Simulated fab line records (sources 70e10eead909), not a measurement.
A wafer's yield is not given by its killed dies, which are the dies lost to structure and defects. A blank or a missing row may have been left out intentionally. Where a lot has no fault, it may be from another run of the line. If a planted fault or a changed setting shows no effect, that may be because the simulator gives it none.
Chamber matching ; flow nand-harc ; rie-diel-04 running NHARC_P_CONTACT_ETCH_35: 4 sister chambers
The step etches the open film in CF4, target depth 39 nm, time 65 s. 8 wafers are shown with their chamber, then 8 later ones without.

WAFERS, EACH WITH ITS CHAMBER
wafer;chamber;drypump-motor-current-A (A);rf-vpp-V (V)
L751.1;3;6.5;151.4
L753.2;3;6.5;152.1
L753.3;0;5.3;153.2
L753.4;1;5.2;153.1
L754.1;2;5.3;150.6
L754.5;1;5.2;152.4
L754.6;2;5.3;151.7
L761.1;0;5.4;153.8

WAFERS WITH NO CHAMBER GIVEN
wafer;drypump-motor-current-A (A);rf-vpp-V (V)
L761.5;6.5;150.8
L761.6;5.3;153.7
L760.1;6.5;152.0
L760.3;5.2;152.3
L760.5;5.3;152.8
L766.1;5.3;153.0
L766.2;5.3;150.5
L766.3;6.5;150.0

WHICH CHAMBER EACH ONE RAN IN
wafer;from the rows above;in truth
L761.5;3;3
L761.6;can't be placed: 0 or 1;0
L760.1;3;3
L760.3;1;1
L760.5;can't be placed: 0 or 1 or 2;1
L766.1;can't be placed: 0 or 1 or 2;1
L766.2;2;2
L766.3;3;3
5 of 8 placed correctly. From these rows, 3 cannot be placed; in 3 the true chamber is one of the candidates. Number placed wrongly: 0.
How it was worked out, from the rows above alone: a wafer's distance from a chamber is the root of the sum, over the readings, of the square of ((its reading less the chamber's mean) divided by the reading's scatter). The wafer belongs to the nearest chamber; if the next one is less than 2 further off, it can't be placed. A chamber's mean is the mean of its shown wafers. How the scatter is found: for the shown wafers, subtract from each reading the mean of its chamber, square and add these, divide the total by (wafers less chambers), then take the root.
